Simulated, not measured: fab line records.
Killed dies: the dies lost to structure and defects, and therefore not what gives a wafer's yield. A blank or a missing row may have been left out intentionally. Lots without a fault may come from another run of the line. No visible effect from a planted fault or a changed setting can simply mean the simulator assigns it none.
Matching of chambers	flow n5Finfet	4 sister chambers for N5_BEOL_M1_STRIP_19 on rieDiel-05
The step strips in O2. 8 wafers are shown with their chamber, then 10 later ones without.

## WAFERS PAIRED WITH THEIR CHAMBERS
wafer	chamber	drypumpMotorCurrentA (A)	showerheadPlenumPTorr (Torr)
L080.5	1	5.4	2.00
L082.4	3	5.1	1.97
L084.6	2	5.0	2.05
L088.1	3	5.1	2.23
L088.2	0	6.8	2.20
L088.5	0	6.8	2.20
L087.1	2	5.1	2.05
L087.5	1	5.4	1.99

## WAFERS MISSING THEIR CHAMBER
wafer	drypumpMotorCurrentA (A)	showerheadPlenumPTorr (Torr)
L087.6	6.8	2.20
L093.3	5.1	2.23
L093.5	5.0	2.05
L093.6	5.1	2.23
L097.3	5.4	1.99
L097.5	6.8	2.20
L097.6	5.1	2.23
L091.3	5.4	1.99
L091.4	5.1	2.04
L091.5	5.1	2.23

## WHICH CHAMBER EACH ONE RAN IN
wafer	from the rows above	in truth
L087.6	0	0
L093.3	can't be placed: 3 or 2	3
L093.5	can't be placed: 2 or 3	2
L093.6	can't be placed: 3 or 2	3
L097.3	1	1
L097.5	0	0
L097.6	can't be placed: 3 or 2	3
L091.3	1	1
L091.4	can't be placed: 3 or 2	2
L091.5	can't be placed: 3 or 2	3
4 of 10 placed correctly. From these rows, 6 cannot be placed; in 6 the true chamber is one of the candidates. Placed wrongly: 0.
How it was worked out, from the rows above alone: a wafer's distance from a chamber is the root of the sum, over the readings, of the square of ((its reading less the chamber's mean) divided by the reading's scatter). If the next closest chamber is less than 2 further off than the closest, the wafer can't be placed; otherwise it belongs to the closest. The mean given for a chamber averages the wafers shown for that chamber. How the scatter is found: for the shown wafers, subtract from each reading the mean of its chamber, square and add these, divide the total by (wafers less chambers), then take the root.
